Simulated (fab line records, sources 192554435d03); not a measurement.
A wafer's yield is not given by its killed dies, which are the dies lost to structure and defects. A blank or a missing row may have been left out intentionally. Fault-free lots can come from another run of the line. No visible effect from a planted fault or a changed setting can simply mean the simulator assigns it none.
Matching of chambers	flow n5_finfet	4 sister chambers for N5_BEOL_M3_ALD_98 on ald_sin-01
The step deposits SiO2, target thk 2.5 nm, pulse time 1 s, co reactant pulse time 1 s. 8 wafers are shown with their chamber, then 10 later ones without.

## WAFERS WITH THEIR CHAMBER
wafer	chamber	heater_power_w (W)	precursor_pulse_height_rel
L088.3	0	67	0.977
L088.5	2	95	0.976
L088.6	3	76	0.995
L087.1	1	83	0.984
L087.2	2	98	0.991
L087.3	0	67	1.018
L091.1	3	77	1.010
L091.2	1	81	0.999

## WAFERS MISSING THEIR CHAMBER
wafer	heater_power_w (W)	precursor_pulse_height_rel
L091.6	94	0.986
L095.1	82	0.985
L095.3	97	1.010
L095.6	75	0.989
L096.2	81	0.994
L096.3	67	1.026
L096.6	67	1.003
L097.1	75	1.022
L097.3	97	1.011
L097.6	75	1.027

## CHAMBER TAKEN BY EACH
wafer	from the rows above	in truth
L091.6	2	2
L095.1	1	1
L095.3	2	2
L095.6	3	3
L096.2	1	1
L096.3	0	0
L096.6	0	0
L097.1	3	3
L097.3	2	2
L097.6	3	3
Correctly placed: 10 of 10. Not placeable from these rows: 0. Number placed wrongly: 0.
How it was worked out, from the rows above alone: a wafer's distance from a chamber is the root of the sum, over the readings, of the square of ((its reading less the chamber's mean) divided by the reading's scatter). The wafer belongs to the nearest chamber; if the next one is less than 2 further off, it can't be placed. The mean given for a chamber averages the wafers shown for that chamber. How the scatter is found: for the shown wafers, subtract from each reading the mean of its chamber, square and add these, divide the total by (wafers less chambers), then take the root.
